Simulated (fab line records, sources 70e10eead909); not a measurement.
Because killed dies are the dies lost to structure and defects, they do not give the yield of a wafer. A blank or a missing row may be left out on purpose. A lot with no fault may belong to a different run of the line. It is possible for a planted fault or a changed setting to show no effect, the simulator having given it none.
fab line records    flow nandHarc
record: lots: 6  wafers: 18  lastDay: 33
route steps=1302 shown A_CHANNEL_HOLE_D2@585 A_CHANNEL_FILL_D2@610 END@1302
lots untouched by any fault: they come from a run of this same line in which no faults occurred
startH: hours from the record's opening day to when the first of the lot's shown wafers began    waitH: hours since the lot's step before    " as in the row above    L1.1+2: a single row standing in for several wafers    - no value present, or no start provided    * or withheld: withheld    < > ~ a bound
route shown NAME@n: names a module that has steps shown in the file, with the first one's number in the route    usual: mean and standard deviation over wafers with no fault    same: alike in all rows    chamber/n: place in a boat    sites: the reading at each site    _std_site: standard deviation of those values    _edge_site: mean of outer sites minus mean of inner sites    radiusMm: how far each site lies from the wafer's centre    mask NAME#n: copy n    behind: the tool/chamber that last shaped the wafer    hold: cause of the lot's hold/its duration in hours/its outcome    device: the n, p or np transistor that did not switch    end of line: tests run on the same wafers once the route is complete    a step given without rows: its recipe and nothing more    killed: dies lost to structure and defects at the first sort, not the wafer's yield    map: per-die view of a wafer (x killed, . not killed, _ where there is no die)
set.NAME: the setting the step ran with; set.NAME@STEP: the setting that earlier step ran with    model.NAME: the simulator's own value behind a step, which no gauge read
lots seen at some steps along the route; tables by step, rows by wafer
services: from which hour (startH, from the record's first day; less than 0 if before it) a tool's chamber was out of use, for how many hours, and why
== steps ==
step: NHARC_A_CHANNEL_HOLE_D2_DESCUM_15
recipe: timeS: 3  o2FlowSccm: 200  arFlowSccm: 0  biasPowerW: 0  chemistry: O2
step: NHARC_A_CHANNEL_HOLE_D2_ETCH_38
recipe: targetDepthA: 390  overEtchFrac: 0.3  timeS: 65  ionEnergyEv: 80  cf4FlowSccm: 150  arFlowSccm: 0  rfW: 300  biasW: 100  chemistry: CF4
step: NHARC_A_CHANNEL_HOLE_D2_ETCH_39
recipe: targetDepthA: 2600  overEtchFrac: 0.3  timeS: 325  ionEnergyEv: 200  n2FlowSccm: 150  h2FlowSccm: 150  arFlowSccm: 0  rfW: 400  biasW: 150  chemistry: N2/H2
step: NHARC_A_CHANNEL_HOLE_D2_ETCH_34
recipe: targetDepthA: 1540  timeS: 77  cf4FlowSccm: 100  chf3FlowSccm: 30  arFlowSccm: 0  rfW: 500  biasW: 200  chemistry: CF4/CHF3
step: NHARC_A_CHANNEL_HOLE_D2_ETCH_16
recipe: targetDepthA: 31000  overEtchFrac: 0.3  timeS: 806  ionEnergyEv: 150  o2FlowSccm: 400  cosFlowSccm: 20  arFlowSccm: 0  rfW: 500  biasW: 300  chemistry: O2/COS
step: NHARC_A_CHANNEL_HOLE_D2_CD_MEAS_18
usual: cdNm: 99.7/1.6
lot.wafer  tool      chamber  startH  waitH  cdNm
L727.3     cdSem-01  -        307.16  -      97.0
L727.5     "         -        "       "      97.6
L727.6     "         -        "       "      99.2
L734.1     cdSem-01  -        364.22  -      97.1
L734.3     "         -        "       "      101.5
L734.4     "         -        "       "      101.7
L740.1     cdSem-03  -        435.13  -      97.8
L740.4     "         -        "       "      97.9
L740.5     "         -        "       "      98.9
L741.3     cdSem-01  -        436.90  -      98.9
L741.5     "         -        "       "      99.7
L741.6     "         -        "       "      101.1
L742.1     cdSem-02  -        453.52  -      100.8
L742.4     "         -        "       "      101.8
L742.5     "         -        "       "      101.5
L747.2     cdSem-03  -        514.27  -      100.4
L747.3     "         -        "       "      101.3
L747.6     "         -        "       "      100.8
step: NHARC_A_CHANNEL_HOLE_D2_ETCH_19
recipe: biasV: 1200  sourceW: 2500  pressureMtorr: 15  timeS: 34.5  arFlowSccm: 375  c4f8FlowSccm: 28.8  o2FlowSccm: 96.2  tempC: -20  targetDepthA: *  chemistry: C4F8/O2/Ar
step: NHARC_A_CHANNEL_HOLE_D2_ETCH_20
recipe: biasV: 3000  sourceW: withheld  pressureMtorr: 20  timeS: 361.9  arFlowSccm: 375  c4f8FlowSccm: 89.3  o2FlowSccm: 35.7  tempC: -20  targetDepthA: 16000  chemistry: C4F8/O2/Ar
usual: chamberPressureMTorr: 19.998/0.018  drypumpMotorCurrentA: 5.8/0.31  showerheadPlenumPTorr: 3.68/0.12  throttleValvePct: 32.155/0.0099
lot.wafer  tool        chamber  startH  waitH  chamberPressureMTorr  drypumpMotorCurrentA  rfHoursCounterH  showerheadPlenumPTorr  throttleValvePct
L727.3     harEtch-02  1        307.50  0.2    19.991                5.6                   -                3.46                   32.150
L727.5     "           0        "       "      19.987                6.2                   -                3.72                   32.148
L727.6     "           1        "       "      20.008                5.6                   -                3.46                   32.158
L734.1     harEtch-01  0        364.41  0.1    20.010                6.1                   187              3.68                   32.144
L734.4     "           0        "       "      19.989                6.1                   -                3.68                   32.147
L734.3     "           1        "       "      20.001                5.4                   -                3.62                   32.155
L740.1     harEtch-02  0        437.02  0.1    20.032                6.2                   34               3.69                   32.181
L740.4     "           0        "       "      19.987                6.2                   -                3.69                   32.166
L740.5     "           1        "       "      20.015                5.6                   -                3.91                   32.157
L741.3     harEtch-01  0        437.53  0.2    19.986                6.1                   -                3.66                   32.171
L741.6     "           1        "       "      20.016                5.5                   -                3.59                   32.151
L741.5     "           0        "       "      20.031                6.1                   -                3.66                   32.129
L742.1     harEtch-02  0        453.76  0.1    19.999                6.2                   42               3.68                   32.140
L742.4     "           0        "       "      19.982                6.2                   -                3.68                   32.150
L742.5     "           0        "       "      19.971                6.2                   -                3.68                   32.151
L747.2     harEtch-02  0        514.68  0.1    19.978                6.2                   80               3.66                   32.155
L747.3     "           0        "       "      19.992                6.2                   -                3.66                   32.158
L747.6     "           0        "       "      19.987                6.2                   -                3.66                   32.149
step: NHARC_A_CHANNEL_HOLE_D2_ETCH_21
recipe: biasV: 3000  sourceW: withheld  pressureMtorr: 20  timeS: 514.3  arFlowSccm: 375  c4f8FlowSccm: 89.3  o2FlowSccm: 35.7  tempC: -20  targetDepthA: 16000  chemistry: C4F8/O2/Ar
step: NHARC_A_CHANNEL_HOLE_D2_ETCH_22
recipe: biasV: 3000  sourceW: withheld  pressureMtorr: 20  timeS: 666.7  arFlowSccm: 375  c4f8FlowSccm: 89.3  o2FlowSccm: 35.7  tempC: -20  targetDepthA: 16000  chemistry: C4F8/O2/Ar
step: NHARC_A_CHANNEL_HOLE_D2_ETCH_23
recipe: biasV: 5000  sourceW: withheld  pressureMtorr: 20  timeS: 819  arFlowSccm: 375  c4f8FlowSccm: 89.3  o2FlowSccm: 35.7  tempC: -20  targetDepthA: 16000  chemistry: C4F8/O2/Ar
step: NHARC_A_CHANNEL_HOLE_D2_ETCH_24
recipe: biasV: 5000  sourceW: withheld  pressureMtorr: 20  timeS: 906.2  arFlowSccm: 375  c4f8FlowSccm: 93.8  o2FlowSccm: 31.2  tempC: -20  targetDepthA: 15000  chemistry: C4F8/O2/Ar
step: NHARC_A_CHANNEL_HOLE_D2_ETCH_25
recipe: biasV: 5000  sourceW: withheld  pressureMtorr: 20  timeS: 1040.2  arFlowSccm: 375  c4f8FlowSccm: 93.8  o2FlowSccm: 31.2  tempC: -20  targetDepthA: 15000  chemistry: C4F8/O2/Ar
usual: chamberPressureMTorr: 20.002/0.019  drypumpMotorCurrentA: 5.8/0.31  showerheadPlenumPTorr: 3.68/0.12  throttleValvePct: 32.236/0.0092
lot.wafer  tool        chamber  startH  waitH  chamberPressureMTorr  drypumpMotorCurrentA  rfHoursCounterH  showerheadPlenumPTorr  throttleValvePct
L727.3     harEtch-02  1        310.57  0.7    19.979                5.7                   -                3.45                   32.247
L727.5     "           0        "       "      20.004                6.2                   -                3.72                   32.239
L727.6     "           1        "       "      20.011                5.7                   -                3.45                   32.239
L734.1     harEtch-01  0        367.19  0.6    20.003                6.1                   189              3.67                   32.234
L734.4     "           0        "       "      19.987                6.1                   -                3.67                   32.235
L734.3     "           1        "       "      19.984                5.5                   -                3.61                   32.237
L740.1     harEtch-02  0        439.81  0.6    20.016                6.2                   37               3.68                   32.246
L740.4     "           0        "       "      20.006                6.2                   -                3.68                   32.236
L740.5     "           1        "       "      20.031                5.6                   -                3.91                   32.230
L741.3     harEtch-01  0        440.59  0.7    20.038                6.1                   -                3.65                   32.221
L741.6     "           1        "       "      19.999                5.4                   -                3.59                   32.219
L741.5     "           0        "       "      19.974                6.1                   -                3.65                   32.231
L742.1     harEtch-02  0        456.64  0.7    20.017                6.2                   45               3.68                   32.248
L742.4     "           0        "       "      20.038                6.2                   -                3.68                   32.243
L742.5     "           0        "       "      19.977                6.3                   -                3.68                   32.236
L747.2     harEtch-02  0        517.45  0.6    19.983                6.2                   83               3.65                   32.242
L747.3     "           0        "       "      19.974                6.2                   -                3.65                   32.236
L747.6     "           0        "       "      19.997                6.2                   -                3.65                   32.247
step: NHARC_A_CHANNEL_HOLE_D2_ETCH_26
recipe: biasV: 300  sourceW: 2000  pressureMtorr: 30  timeS: 224.1  arFlowSccm: 375  c4f8FlowSccm: 11.4  o2FlowSccm: 113.6  tempC: -20  targetDepthA: 3000  chemistry: C4F8/O2/Ar
usual: chamberPressureMTorr: 30.001/0.028  drypumpMotorCurrentA: 5.8/0.31  showerheadPlenumPTorr: 3.73/0.13  throttleValvePct: 24.585/0.0097
lot.wafer  tool        chamber  startH  waitH  chamberPressureMTorr  drypumpMotorCurrentA  rfHoursCounterH  showerheadPlenumPTorr  throttleValvePct
L727.3     harEtch-02  1        311.11  0.4    30.006                5.6                   -                3.49                   24.568
L727.5     "           0        "       "      29.996                6.2                   -                3.77                   24.584
L727.6     "           1        "       "      29.997                5.6                   -                3.49                   24.584
L734.1     harEtch-01  0        368.07  0.7    29.987                6.1                   190              3.72                   24.578
L734.4     "           0        "       "      30.003                6.1                   -                3.72                   24.558
L734.3     "           1        "       "      30.017                5.5                   -                3.66                   24.576
L740.1     harEtch-02  0        440.68  0.7    29.995                6.2                   38               3.73                   24.579
L740.4     "           0        "       "      30.019                6.2                   -                3.73                   24.583
L740.5     "           1        "       "      30.026                5.6                   -                3.97                   24.581
L741.3     harEtch-01  0        441.14  0.4    29.979                6.1                   -                3.70                   24.594
L741.6     "           1        "       "      30.001                5.4                   -                3.63                   24.583
L741.5     "           0        "       "      29.977                6.0                   -                3.70                   24.597
L742.1     harEtch-02  0        457.41  0.6    29.988                6.2                   46               3.72                   24.587
L742.4     "           0        "       "      29.966                6.2                   -                3.72                   24.575
L742.5     "           0        "       "      30.000                6.2                   -                3.72                   24.570
L747.2     harEtch-02  0        518.32  0.7    29.918                6.2                   84               3.70                   24.588
L747.3     "           0        "       "      30.005                6.2                   -                3.70                   24.578
L747.6     "           0        "       "      30.019                6.2                   -                3.70                   24.592
step: NHARC_A_CHANNEL_HOLE_D2_ETCH_27
recipe: biasV: 400  sourceW: 2000  pressureMtorr: 25  timeS: 90  arFlowSccm: 375  c4f8FlowSccm: 41.7  o2FlowSccm: 83.3  tempC: -20  targetDepthA: 4000  chemistry: C4F8/O2/Ar
usual: chamberPressureMTorr: 25.001/0.023  drypumpMotorCurrentA: 5.8/0.31  showerheadPlenumPTorr: 3.72/0.12  throttleValvePct: 27.620/0.0092
lot.wafer  tool        chamber  startH  waitH  chamberPressureMTorr  drypumpMotorCurrentA  rfHoursCounterH  showerheadPlenumPTorr  throttleValvePct
L727.3     harEtch-02  1        311.30  0.2    25.016                5.6                   -                3.49                   27.625
L727.5     "           0        "       "      25.014                6.2                   -                3.76                   27.626
L727.6     "           1        "       "      25.030                5.6                   -                3.49                   27.617
L734.1     harEtch-01  0        368.27  0.2    25.009                6.1                   190              3.72                   27.629
L734.4     "           0        "       "      25.039                6.0                   -                3.72                   27.634
L734.3     "           1        "       "      25.004                5.4                   -                3.65                   27.625
L740.1     harEtch-02  0        440.88  0.2    25.034                6.2                   38               3.72                   27.613
L740.4     "           0        "       "      25.010                6.2                   -                3.72                   27.627
L740.5     "           1        "       "      24.973                5.7                   -                3.96                   27.621
L741.3     harEtch-01  0        441.33  0.2    25.010                6.1                   -                3.69                   27.622
L741.6     "           1        "       "      24.980                5.4                   -                3.63                   27.611
L741.5     "           0        "       "      25.011                6.1                   -                3.69                   27.614
L742.1     harEtch-02  0        457.61  0.2    24.970                6.2                   46               3.72                   27.632
L742.4     "           0        "       "      25.008                6.2                   -                3.72                   27.628
L742.5     "           0        "       "      25.008                6.2                   -                3.72                   27.609
L747.2     harEtch-02  0        518.52  0.2    25.001                6.2                   84               3.70                   27.622
L747.3     "           0        "       "      24.975                6.2                   -                3.70                   27.607
L747.6     "           0        "       "      25.013                6.2                   -                3.70                   27.622
step: NHARC_A_CHANNEL_HOLE_D2_STRIP_41
recipe: n2FlowSccm: 150  h2FlowSccm: 150  arFlowSccm: 0  biasW: 0  chemistry: N2/H2
step: NHARC_A_CHANNEL_HOLE_D2_STRIP_42
recipe: cf4FlowSccm: 100  chf3FlowSccm: 30  arFlowSccm: 0  biasW: 0  chemistry: CF4/CHF3
step: NHARC_A_CHANNEL_HOLE_D2_STRIP_43
recipe: o2FlowSccm: 400  cosFlowSccm: 20  arFlowSccm: 0  biasW: 0  chemistry: O2/COS
step: NHARC_A_CHANNEL_HOLE_D2_ETCH_44
recipe: targetDepthA: 1400  overetchA: 140  timeS: 77  ionEnergyEv: 100  cf4FlowSccm: 80  o2FlowSccm: 20  arFlowSccm: 0  rfW: 300  biasW: 100  chemistry: CF4/O2
step: NHARC_A_CHANNEL_HOLE_D2_STRIP_28
recipe: o2FlowSccm: 500  arFlowSccm: 0  biasW: 0  chemistry: O2
usual: chamberPressureMTorr: 59.99/0.052  drypumpMotorCurrentA: 5.7/0.46  oesProductAu: 1.002/0.0078  rfVppV: 57.9/0.91  showerheadPlenumPTorr: 3.51/0.17  throttleValvePct: 17.038/0.0093
same: biasW: 0
lot.wafer  tool        chamber  startH  waitH  chamberPressureMTorr  drypumpMotorCurrentA  oesProductAu  rfHoursCounterH  rfVppV  showerheadPlenumPTorr  throttleValvePct
L727.3     rieDiel-10  1        -       -      60.01                 6.3                   0.999         4.4              56.0    3.58                   17.044
L727.5     "           0        "       "      59.99                 5.4                   0.991         -                58.3    3.52                   17.042
L727.6     "           1        "       "      59.95                 6.3                   0.992         -                56.6    3.58                   17.050
L734.1     rieDiel-12  0        -       -      60.04                 5.2                   1.017         7.0              58.1    3.29                   17.034
L734.4     "           1        "       "      60.04                 5.3                   0.994         6.8              57.2    3.75                   17.036
L734.3     "           2        "       "      59.95                 5.8                   1.002         6.3              56.5    3.36                   17.032
L740.4     rieDiel-12  3        -       -      60.04                 5.9                   0.998         10.4             55.5    3.37                   17.026
L740.1     "           2        "       "      59.97                 5.9                   1.015         10.0             58.4    3.36                   17.023
L740.5     "           0        "       "      59.95                 5.2                   1.006         -                57.0    3.29                   17.056
L741.3     rieDiel-13  3        -       -      60.00                 5.1                   0.996         4.9              56.6    3.41                   17.024
L741.6     "           3        "       "      59.94                 5.1                   1.011         -                57.6    3.41                   17.035
L741.5     "           0        "       "      59.98                 5.9                   0.993         -                56.3    3.52                   17.033
L742.4     rieDiel-13  1        -       -      59.89                 5.8                   1.002         5.0              58.8    3.70                   17.042
L742.1     "           2        "       "      60.04                 6.3                   0.997         4.6              56.6    3.67                   17.051
L742.5     "           1        "       "      59.97                 5.8                   1.004         -                57.5    3.70                   17.029
L747.3     rieDiel-10  0        -       -      59.99                 5.4                   0.989         8.7              57.7    3.52                   17.045
L747.2     "           2        "       "      59.94                 6.5                   0.986         6.8              58.5    3.37                   17.044
L747.6     "           0        "       "      60.00                 5.4                   1.002         -                58.4    3.52                   17.023
step: NHARC_A_CHANNEL_HOLE_D2_PRECLEAN_29
recipe: timeS: *  tempC: 50  bathAgeMin: 0  chemistry: SC1
step: NHARC_A_CHANNEL_HOLE_D2_SRD_30
step: NHARC_A_CHANNEL_HOLE_D2_CD_MEAS_31
usual: cdNm: 90.1/0.87
lot.wafer  tool      chamber  startH  waitH  cdNm
L727.3     cdSem-03  -        312.75  -      90.9
L727.5     "         -        "       "      91.9
L727.6     "         -        "       "      90.5
L734.1     cdSem-03  -        369.82  -      91.3
L734.3     "         -        "       "      89.1
L734.4     "         -        "       "      90.2
L740.1     cdSem-01  -        442.41  -      90.8
L740.4     "         -        "       "      89.5
L740.5     "         -        "       "      91.1
L741.3     cdSem-03  -        442.78  -      90.2
L741.5     "         -        "       "      89.6
L741.6     "         -        "       "      88.9
L742.1     cdSem-03  -        459.12  -      90.1
L742.4     "         -        "       "      90.3
L742.5     "         -        "       "      90.0
L747.2     cdSem-01  -        520.07  -      91.8
L747.3     "         -        "       "      90.6
L747.6     "         -        "       "      90.6
step: NHARC_A_CHANNEL_HOLE_D2_XSEM_32
recipe: landingEnergyEv: 35000
usual: botCdNm: 74.8/0.98  bowNm: 8.63/0.28  tiltDeg: 0.08/0.041
lot.wafer  tool     chamber  startH  waitH  botCdNm  bowNm  tiltDeg
L727.3     xsem-01  0        312.83  0.1    75.7     8.92   0.12
L727.5     "        0        "       "      77.4     8.99   0.12
L727.6     "        0        "       "      75.0     8.81   0.12
L734.1     xsem-01  0        369.91  0.1    76.1     8.61   0.02
L734.3     "        0        "       "      74.6     8.61   0.02
L734.4     "        0        "       "      74.9     8.62   0.02
L740.1     xsem-02  0        442.51  0.1    74.7     8.72   0.01
L740.4     "        0        "       "      74.5     8.66   0.01
L740.5     "        0        "       "      75.4     8.74   0.01
L741.3     xsem-01  0        442.86  0.1    75.7     8.95   0.09
L741.5     "        0        "       "      74.7     8.90   0.09
L741.6     "        0        "       "      73.2     8.85   0.09
L742.1     xsem-02  0        459.22  0.1    74.4     8.33   0.10
L742.4     "        0        "       "      75.3     8.33   0.10
L742.5     "        0        "       "      74.6     8.34   0.10
L747.2     xsem-02  0        520.16  0.1    76.5     8.47   0.07
L747.3     "        0        "       "      75.4     8.56   0.07
L747.6     "        0        "       "      75.6     8.52   0.07
step: NHARC_A_CHANNEL_HOLE_D2_INSPECT_40
usual: rawDefectCount: 278/76
lot.wafer  tool              chamber  startH  waitH  rawDefectCount
L727.3     defectInspect-01  -        312.93  -      253
L727.5     "                 -        "       "      296
L727.6     "                 -        "       "      331
L734.1     defectInspect-02  -        370.01  -      233
L734.3     "                 -        "       "      270
L734.4     "                 -        "       "      220
L740.1     defectInspect-01  -        442.60  -      1015
L740.4     "                 -        "       "      894
L740.5     "                 -        "       "      1023
L741.3     defectInspect-02  -        442.96  -      196
L741.5     "                 -        "       "      300
L741.6     "                 -        "       "      241
L742.1     defectInspect-02  -        459.31  -      775
L742.4     "                 -        "       "      822
L742.5     "                 -        "       "      852
L747.2     defectInspect-01  -        520.25  -      309
L747.3     "                 -        "       "      557
L747.6     "                 -        "       "      251
step: NHARC_A_CHANNEL_FILL_D2_PRECLEAN_00
recipe: timeS: *  tempC: 50  bathAgeMin: 0  chemistry: SC1
step: NHARC_END_SORT_01
recipe: tempC: 25
usual: killedAtArray: 52/17  killedAtOther: 0.8/1.1  killedAtPeriphery: 3.2/2.2  killedDies: 57/17  killedOpen: 3.4/1.8  killedShort: 2.4/1.6
same: grossDies: 677
lot.wafer  tool       chamber  startH  waitH  killedAtArray  killedAtOther  killedAtPeriphery  killedDies  killedOpen  killedShort
L727.3     prober-01  0        567.22  3.1    40             2              6                  48          4           1
L727.5     prober-01  0        568.81  3.7    90             1              3                  94          0           0
L727.6     prober-01  0        569.61  4.0    76             0              4                  80          3           2
L740.1     prober-02  0        702.35  2.5    104            1              6                  111         5           3
L740.4     prober-02  0        704.76  3.4    102            0              1                  103         3           2
L740.5     prober-02  0        705.57  3.7    71             0              3                  74          0           1
L742.1     prober-02  0        710.13  2.5    127            0              9                  136         5           3
L742.4     prober-02  0        712.53  3.4    126            0              3                  129         2           3
L742.5     prober-02  0        713.33  3.7    108            1              2                  111         4           5
killed by level:class
L727.3 A_CHANNEL_HOLE_D1:chamberFilmFlake=15 A_CHANNEL_HOLE_D2:chamberFilmFlake=14 A_STAIRCASE:chamberFilmFlake=4 A_CONTACT:chamberFilmFlake=3 P_ZERO_WELL:chamberFilmFlake=2 THIN_TSV:chamberFilmFlake=2 P_M0:geometricParticle:open=1 P_M1:geometricParticle:short=1
L727.5 A_CHANNEL_HOLE_D2:chamberFilmFlake=40 A_CHANNEL_HOLE_D1:chamberFilmFlake=30 A_WL_FILL:chamberFilmFlake=6 A_CONTACT:chamberFilmFlake=6 A_STAIRCASE:chamberFilmFlake=5 P_M2:chamberFilmFlake=2 P_ZERO_WELL:chamberFilmFlake=1 A_ZERO_WELL:chamberFilmFlake=1
L727.6 A_CHANNEL_HOLE_D1:chamberFilmFlake=23 A_CHANNEL_HOLE_D2:chamberFilmFlake=23 A_STAIRCASE:chamberFilmFlake=11 A_CONTACT:chamberFilmFlake=9 A_WL_FILL:chamberFilmFlake=4 P_STI:chamberFilmFlake=2 A_ZERO_WELL:chamberFilmFlake=2 P_STI:geometricParticle:short=1
L740.1 A_CHANNEL_HOLE_D2:unspecified=86 A_CHANNEL_HOLE_D1:chamberFilmFlake=6 A_CONTACT:chamberFilmFlake=3 A_CHANNEL_FILL_D2:geometricParticle:short=2 P_GATE:chamberFilmFlake=2 P_BONDPAD:chamberFilmFlake=2 A_SLIT:chamberFilmFlake=2 P_CONTACT:geometricParticle:short=1
L740.4 A_CHANNEL_HOLE_D2:unspecified=81 A_CHANNEL_HOLE_D1:chamberFilmFlake=6 A_CONTACT:chamberFilmFlake=4 A_ZERO_WELL:chamberFilmFlake=3 A_STAIRCASE:chamberFilmFlake=3 P_CONTACT:geometricParticle:open=1 A_ONON_D1:geometricParticle:open=1 A_CHANNEL_HOLE_D1:geometricParticle:short=1
L740.5 A_CHANNEL_HOLE_D2:unspecified=50 A_CHANNEL_HOLE_D1:chamberFilmFlake=5 A_STAIRCASE:chamberFilmFlake=5 A_CONTACT:chamberFilmFlake=5 P_GATE:chamberFilmFlake=2 A_SLIT:chamberFilmFlake=2 A_WL_FILL:chamberFilmFlake=2 A_CHANNEL_HOLE_D2:geometricParticle:short=1
L742.1 A_CHANNEL_HOLE_D2:unspecified=87 A_CHANNEL_HOLE_D1:chamberFilmFlake=26 A_CONTACT:chamberFilmFlake=5 P_CONTACT:chamberFilmFlake=4 A_ONON_D2:geometricParticle:short=2 A_BLC:chamberFilmFlake=2 P_GATE:geometricParticle:short=1 P_CONTACT:geometricParticle:open=1
L742.4 A_CHANNEL_HOLE_D2:unspecified=85 A_CHANNEL_HOLE_D1:chamberFilmFlake=21 A_CONTACT:chamberFilmFlake=8 P_STI:chamberFilmFlake=3 A_WL_FILL:chamberFilmFlake=3 A_CHANNEL_FILL_D1:chamberFilmFlake=2 A_CHANNEL_HOLE_D2:geometricParticle:short=1 A_SGD_CUT:geometricParticle:short=1
L742.5 A_CHANNEL_HOLE_D2:unspecified=86 A_CHANNEL_HOLE_D1:chamberFilmFlake=5 A_CONTACT:chamberFilmFlake=3 A_SGD_CUT:geometricParticle:short=2 A_SLIT:chamberFilmFlake=2 A_WL_FILL:chamberFilmFlake=2 P_CONTACT:geometricParticle:open=1 A_DECK1_JOINT:geometricParticle:short=1
map L740.1 (x killed, . not)
____________.____________
_________......x_________
_______..........._______
______.............______
_____...x..........._____
____........x........____
____.................____
___...................___
___...................___
__..x...............x..__
__.x...................__
_......................._
_......................._
_......x.....xx........._
_..........xxxxxxxx....._
_..........xxxxxxx.x...._
..........xxxxxxxx.......
..........xxxxxxxxx.x....
..........xxxxxxxx....x..
x.........xxxxxxxxx..x...
...........xxxxxxxxx.....
_.........xxxxxxxxx....._
_.........x.xxxxxx......_
_..........xxxxxx..x...._
_...........xxxxx.x....._
_..........x.x.x.x......_
__.........x.x..x......__
__.............xx......__
___...................___
___...................___
____.................____
____.x...............____
_____..............._____
______.............______
_______..........._______
_________......._________
____________.____________
map L742.1 (x killed, . not)
____________x____________
_________x......_________
_______..........._______
______.............______
_____......x........_____
____.x..............x____
____x..x..xx.........____
___xx.................___
___xx......x......x...___
__x.....x.......x......__
__x.x.................x__
_xxx...................._
_xxx...................._
_xxxx......xxxx.x......._
_x.xxx....x.xxxxx.x....._
_xx........xxxxxxx.x...._
.xx.......xxxxxxxxxx.....
x.........xxxxxxxxx......
...x.......xxxxxxxx......
...........xxxxxxxx......
.....x....x.xxxxx........
_........xxxxxxxxx......_
_.x.........xxxxxx.x...._
_.....x...x.xxxxx......._
_..........xxxx.x......._
_.x..........x.........._
__.....................__
__.....................__
___...................___
___...x...............___
____.................____
____.................____
_____..............._____
______...........x.______
_______..........._______
_________......._________
____________.____________
== services ==
tool        chamber  startH  hours  kind
rieDiel-13  -        336.75  2.6    repair
rieDiel-13  -        342.04  9.0    pm
rieDiel-10  3        343.77  7.8    repair
xsem-01     -        374.00  14.0   pm
harEtch-02  -        377.00  17.0   pm
harEtch-02  0        377.00  17.0   ventCycle
harEtch-02  1        377.00  17.0   ventCycle
rieDiel-10  0        379.04  4.9    repair
rieDiel-10  1        392.35  1.3    repair
rieDiel-12  2        392.99  10.4   repair
harEtch-02  0        394.00  -      clean
harEtch-02  0        394.00  -      consumableReplace:esc
harEtch-02  0        394.00  -      consumableReplace:focusRing
harEtch-02  1        394.00  -      clean
rieDiel-12  -        399.45  0.1    repair
xsem-02     -        400.10  2.3    repair
rieDiel-10  -        420.62  9.0    pm
rieDiel-13  2        423.32  1.2    repair
rieDiel-10  -        434.44  1.0    repair
rieDiel-12  -        445.42  9.0    pm
rieDiel-13  -        451.52  2.4    repair
rieDiel-12  2        470.21  1.6    repair
rieDiel-12  2        494.37  100.6  repair
rieDiel-13  -        519.04  9.0    pm
== key ==
firstSign: step: NHARC_A_CHANNEL_HOLE_D2_INSPECT_40  reading: rawDefectCount  direction: up  sigmas: 8.2  usual: 278  struck: 897
effect: step: NHARC_END_SORT_01  reading: killedAtArray  direction: up  sigmas: 3.2  usual: 52  struck: 106  wafersMoved: 5
moreKillsBornAt: NHARC_A_CHANNEL_HOLE_D2_ETCH_25@harEtch-02: 365
metAt NHARC_A_CHANNEL_HOLE_D2_ETCH_25
struckWafers L740.1,L740.4,L740.5,L742.1,L742.4,L742.5
testerLeftOut L740,L742
onsetBetween 310.57 439.81
fault: kind: chamberParticleSource  tool: harEtch-02  chamber: -  onsetH: 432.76  steps: NHARC_A_CHANNEL_HOLE_D2_ETCH_25  ratePerVisitCm2: 0.96277  endH: 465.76
testerLeftOut: of these lots the tester's yield and bins aren't shown, on N5 and GAA mostly nor the transistor test; their killed dies are dies lost to structure and defects alone, not to doping, threshold or leakage, so they don't give the yield
